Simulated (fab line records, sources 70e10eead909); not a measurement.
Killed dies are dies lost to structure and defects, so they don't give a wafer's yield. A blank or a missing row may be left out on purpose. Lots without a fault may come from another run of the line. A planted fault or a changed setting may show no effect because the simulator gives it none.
Chamber matching | flow nand_harc | NHARC_A_BLC_ETCH_16 on rie_diel-13: 4 sister chambers
The step etches the open film in CF4, target depth 39 nm, time 65 s. 24 wafers are shown with their chamber, then 12 later ones without.

WAFERS WITH THEIR CHAMBER
wafer  | chamber | drypump_motor_current_A (A) | rf_vpp_V (V) | oes_product_au (a.u.)
L076.4 | 3       | 5.9                         | 152.7        | 0.999
L076.5 | 1       | 6.3                         | 152.6        | 0.994
L076.6 | 0       | 6.6                         | 151.2        | 1.007
L077.1 | 2       | 5.7                         | 150.6        | 1.003
L077.2 | 0       | 6.6                         | 150.2        | 1.002
L077.4 | 3       | 5.9                         | 152.4        | 0.994
L081.1 | 3       | 5.9                         | 154.6        | 1.012
L081.2 | 1       | 6.3                         | 154.1        | 1.003
L081.4 | 0       | 6.5                         | 151.1        | 1.011
L082.1 | 1       | 6.4                         | 152.2        | 0.998
L082.4 | 3       | 5.9                         | 152.0        | 1.001
L082.6 | 3       | 5.9                         | 151.9        | 1.008
L083.1 | 1       | 6.3                         | 151.2        | 0.997
L083.4 | 3       | 5.9                         | 151.8        | 1.010
L083.6 | 0       | 6.6                         | 150.8        | 0.992
L085.1 | 2       | 5.7                         | 151.2        | 1.003
L085.3 | 3       | 5.9                         | 152.2        | 1.009
L085.5 | 1       | 6.3                         | 151.6        | 0.995
L089.2 | 1       | 6.3                         | 152.0        | 1.002
L089.3 | 2       | 5.8                         | 150.5        | 1.013
L089.5 | 0       | 6.5                         | 151.5        | 1.003
L088.2 | 0       | 6.5                         | 150.5        | 0.999
L088.5 | 2       | 5.7                         | 153.2        | 1.003
L088.6 | 1       | 6.3                         | 151.1        | 0.994

SIGNATURES (means of the wafers above)
reading                 | chamber 0 | chamber 1 | chamber 2 | chamber 3 | scatter within a chamber
drypump_motor_current_A | 6.550     | 6.314     | 5.725     | 5.900     | 0.0394
rf_vpp_V                | 150.883   | 152.114   | 151.375   | 152.514   | 0.945
oes_product_au          | 1.00233   | 0.99757   | 1.00550   | 1.00471   | 0.00567
Rule: a wafer's distance from a chamber is the root of the sum, over the readings, of the square of ((its reading less the chamber's mean) divided by the reading's scatter). The wafer belongs to the nearest chamber; if the next one is less than 2 further off, it can't be placed. The scatter: the root of (the sum of the squares of (reading less its chamber's mean) over the shown wafers, divided by (wafers less chambers)).

WAFERS WITHOUT THEIR CHAMBER
wafer  | drypump_motor_current_A (A) | rf_vpp_V (V) | oes_product_au (a.u.)
L090.1 | 6.3                         | 153.8        | 1.004
L090.2 | 6.5                         | 151.3        | 1.008
L090.6 | 5.7                         | 152.2        | 1.003
L092.4 | 5.7                         | 151.5        | 0.988
L092.5 | 5.9                         | 153.5        | 1.007
L092.6 | 5.7                         | 153.2        | 1.001
L096.2 | 5.9                         | 152.1        | 1.022
L096.5 | 6.5                         | 150.2        | 0.999
L096.6 | 6.3                         | 152.6        | 0.990
L097.1 | 6.3                         | 151.6        | 0.992
L097.2 | 6.6                         | 151.4        | 0.993
L097.5 | 5.9                         | 153.1        | 1.004

WHICH CHAMBER EACH WENT THROUGH
wafer  | from the rows above | in truth
L090.1 | 1                   | 1
L090.2 | 0                   | 0
L090.6 | 2                   | 2
L092.4 | 2                   | 2
L092.5 | 3                   | 3
L092.6 | 2                   | 2
L096.2 | 3                   | 3
L096.5 | 0                   | 0
L096.6 | 1                   | 1
L097.1 | 1                   | 1
L097.2 | 0                   | 0
L097.5 | 3                   | 3
Placed correctly: 12 of 12. Can't be placed from these rows: 0. Placed wrongly: 0.
